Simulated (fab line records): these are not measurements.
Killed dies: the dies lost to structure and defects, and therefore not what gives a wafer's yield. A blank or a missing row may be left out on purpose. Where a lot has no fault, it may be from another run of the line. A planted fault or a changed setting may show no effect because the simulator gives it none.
Chamber matching :: flow n5 finfet :: rie si-01 running N5_FIN_SAQP_ETCH_65: 4 sister chambers
The step etches SiO2 in CF4, target depth 4 nm, time 4.4 s. 14 wafers are shown with their chamber, then 7 later ones without.

WAFERS, EACH WITH ITS CHAMBER
wafer: L074.1
chamber: 3
throttle valve pct (%): 22.10
oes product au (a.u.): 1.016
he backside leak sccm (sccm): 2.7

wafer: L074.2
chamber: 2
throttle valve pct (%): 21.66
oes product au (a.u.): 1.007
he backside leak sccm (sccm): 2.5

wafer: L074.5
chamber: 2
throttle valve pct (%): 21.68
oes product au (a.u.): 1.009
he backside leak sccm (sccm): 2.6

wafer: L086.1
chamber: 2
throttle valve pct (%): 21.67
oes product au (a.u.): 0.999
he backside leak sccm (sccm): 2.5

wafer: L086.2
chamber: 0
throttle valve pct (%): 22.18
oes product au (a.u.): 0.984
he backside leak sccm (sccm): 2.8

wafer: L086.4
chamber: 3
throttle valve pct (%): 21.94
oes product au (a.u.): 0.992
he backside leak sccm (sccm): 2.5

wafer: L090.3
chamber: 3
throttle valve pct (%): 21.95
oes product au (a.u.): 0.995
he backside leak sccm (sccm): 2.6

wafer: L090.5
chamber: 0
throttle valve pct (%): 22.19
oes product au (a.u.): 0.973
he backside leak sccm (sccm): 2.8

wafer: L090.6
chamber: 1
throttle valve pct (%): 21.28
oes product au (a.u.): 1.004
he backside leak sccm (sccm): 2.9

wafer: L091.1
chamber: 3
throttle valve pct (%): 21.94
oes product au (a.u.): 0.994
he backside leak sccm (sccm): 2.5

wafer: L091.4
chamber: 1
throttle valve pct (%): 21.28
oes product au (a.u.): 1.001
he backside leak sccm (sccm): 3.0

wafer: L091.5
chamber: 1
throttle valve pct (%): 21.27
oes product au (a.u.): 1.005
he backside leak sccm (sccm): 3.0

wafer: L092.2
chamber: 0
throttle valve pct (%): 22.17
oes product au (a.u.): 0.973
he backside leak sccm (sccm): 2.5

wafer: L092.4
chamber: 3
throttle valve pct (%): 21.94
oes product au (a.u.): 0.991
he backside leak sccm (sccm): 2.5

SIGNATURES, as means of the wafers listed above
reading: throttle valve pct
chamber 0: 22.1800
chamber 1: 21.2767
chamber 2: 21.6700
chamber 3: 21.9740
scatter within a chamber: 0.0452

reading: oes product au
chamber 0: 0.97667
chamber 1: 1.00333
chamber 2: 1.00500
chamber 3: 0.99760
scatter within a chamber: 0.00761

reading: he backside leak sccm
chamber 0: 2.700
chamber 1: 2.967
chamber 2: 2.533
chamber 3: 2.560
scatter within a chamber: 0.103
Rule: distance of a wafer from a chamber = root of the sum over the readings of ((wafer's reading minus chamber's mean) / reading's scatter) squared. If the next closest chamber is less than 2 further off than the closest, the wafer can't be placed; otherwise it belongs to the closest. The scatter: the root of (the sum of the squares of (reading less its chamber's mean) over the shown wafers, divided by (wafers less chambers)).

WAFERS WHOSE CHAMBER IS MISSING
wafer: L092.6
throttle valve pct (%): 21.27
oes product au (a.u.): 1.007
he backside leak sccm (sccm): 3.0

wafer: L094.1
throttle valve pct (%): 22.18
oes product au (a.u.): 0.986
he backside leak sccm (sccm): 2.7

wafer: L094.2
throttle valve pct (%): 21.67
oes product au (a.u.): 1.016
he backside leak sccm (sccm): 2.4

wafer: L094.6
throttle valve pct (%): 21.30
oes product au (a.u.): 0.998
he backside leak sccm (sccm): 3.1

wafer: L096.1
throttle valve pct (%): 21.95
oes product au (a.u.): 0.993
he backside leak sccm (sccm): 2.6

wafer: L096.4
throttle valve pct (%): 21.29
oes product au (a.u.): 1.001
he backside leak sccm (sccm): 2.9

wafer: L096.6
throttle valve pct (%): 21.94
oes product au (a.u.): 0.989
he backside leak sccm (sccm): 2.6

THE CHAMBER EACH PASSED THROUGH
wafer: L092.6
from the rows above: 1
in truth: 1

wafer: L094.1
from the rows above: 0
in truth: 0

wafer: L094.2
from the rows above: 2
in truth: 2

wafer: L094.6
from the rows above: 1
in truth: 1

wafer: L096.1
from the rows above: 3
in truth: 3

wafer: L096.4
from the rows above: 1
in truth: 1

wafer: L096.6
from the rows above: 3
in truth: 3
7 of 7 placed correctly. From these rows, 0 cannot be placed. Number placed wrongly: 0.
